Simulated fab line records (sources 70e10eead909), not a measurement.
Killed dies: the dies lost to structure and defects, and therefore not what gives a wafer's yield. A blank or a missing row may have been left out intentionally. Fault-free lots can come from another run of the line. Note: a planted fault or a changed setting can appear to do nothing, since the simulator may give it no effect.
Matching of chambers | flow nand harc | 4 sister chambers for NHARC_A_CONTACT_ETCH_92 on rie diel-13
The step etches the open film in CH3F/O2, target depth 40 nm, time 85.7 s. 8 wafers are shown with their chamber, then 7 later ones without.

== WAFERS WITH THEIR CHAMBER ==
wafer  | chamber | showerhead plenum p Torr (Torr) | rf vpp V (V)
L082.4 | 1       | 2.58                            | 247.9
L083.1 | 1       | 2.58                            | 245.9
L083.2 | 2       | 2.38                            | 242.7
L089.1 | 3       | 2.33                            | 241.0
L089.3 | 2       | 2.37                            | 241.9
L089.4 | 0       | 2.35                            | 242.8
L094.3 | 0       | 2.35                            | 243.0
L094.4 | 3       | 2.32                            | 243.2

== WAFERS MISSING THEIR CHAMBER ==
wafer  | showerhead plenum p Torr (Torr) | rf vpp V (V)
L094.6 | 2.37                            | 244.0
L095.2 | 2.35                            | 243.5
L095.4 | 2.36                            | 242.7
L095.6 | 2.35                            | 241.8
L096.3 | 2.36                            | 244.2
L096.4 | 2.32                            | 242.3
L096.6 | 2.57                            | 246.0

== WHICH CHAMBER EACH WENT THROUGH ==
wafer  | from the rows above     | in truth
L094.6 | 2                       | 2
L095.2 | 0                       | 0
L095.4 | can't be placed: 0 or 2 | 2
L095.6 | 0                       | 0
L096.3 | can't be placed: 0 or 2 | 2
L096.4 | 3                       | 3
L096.6 | 1                       | 1
Correct placement for 5 of the 7. From these rows, 2 cannot be placed; in 2 the true chamber is one of the candidates. Wrongly placed: 0.
How it was worked out, from the rows above alone: a wafer's distance from a chamber is the root of the sum, over the readings, of the square of ((its reading less the chamber's mean) divided by the reading's scatter). If the next closest chamber is less than 2 further off than the closest, the wafer can't be placed; otherwise it belongs to the closest. For every chamber, the mean is computed from those of its wafers that are shown. How the scatter is found: for the shown wafers, subtract from each reading the mean of its chamber, square and add these, divide the total by (wafers less chambers), then take the root.
